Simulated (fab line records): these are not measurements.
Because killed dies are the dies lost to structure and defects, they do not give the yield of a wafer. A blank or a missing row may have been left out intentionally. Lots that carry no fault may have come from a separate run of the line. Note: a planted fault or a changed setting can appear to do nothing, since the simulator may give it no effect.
Which tool was responsible? / flow nandHarc / 7 lots, 21 wafers sampled, at 1 step of a route of 1159

## WHAT THE GAUGES READ, wafer by wafer
NHARC_A_M0_INSPECT_11.
lot=L439; measured=day 18 01:00; on=defectInspect-02; rawDefectCount=21 25 21
lot=L442; measured=day 18 12:41; on=defectInspect-01; rawDefectCount=22 12 16
lot=L443; measured=day 19 07:11; on=defectInspect-02; rawDefectCount=36 35 21
lot=L446; measured=day 20 00:41; on=defectInspect-01; rawDefectCount=14 9 17
lot=L449; measured=day 20 08:17; on=defectInspect-01; rawDefectCount=18 10 14
lot=L452; measured=day 20 20:10; on=defectInspect-02; rawDefectCount=40 45 45
lot=L453; measured=day 21 13:53; on=defectInspect-01; rawDefectCount=56 29 60

## TOOL THAT RAN EACH LOT (tool first, then ch and the chambers of the sampled wafers, then the start)
There is no process step in the record ahead of these readings.

## THE ANSWER, worked out from the rows above alone
Rule: usual is defined by the lots themselves. The widest of any qualifying gaps counts: lots, ordered by their means at a reading, are off when they make up no more than a third of the lots, leave a main group of 4 or more, and stand apart from it by 3 or more times the standard deviation of that group's means. A main group whose means are all the same, to the digits that the tables above print for the reading, isn't used. Also off: a lot with no number at a reading for which 4 or more lots have one. Where the step has rows for the other lots, those lots are counted as sound.
None of the lots is off at any reading shown; this tells nothing.

## WHAT THE SIMULATOR HAD PUT IN
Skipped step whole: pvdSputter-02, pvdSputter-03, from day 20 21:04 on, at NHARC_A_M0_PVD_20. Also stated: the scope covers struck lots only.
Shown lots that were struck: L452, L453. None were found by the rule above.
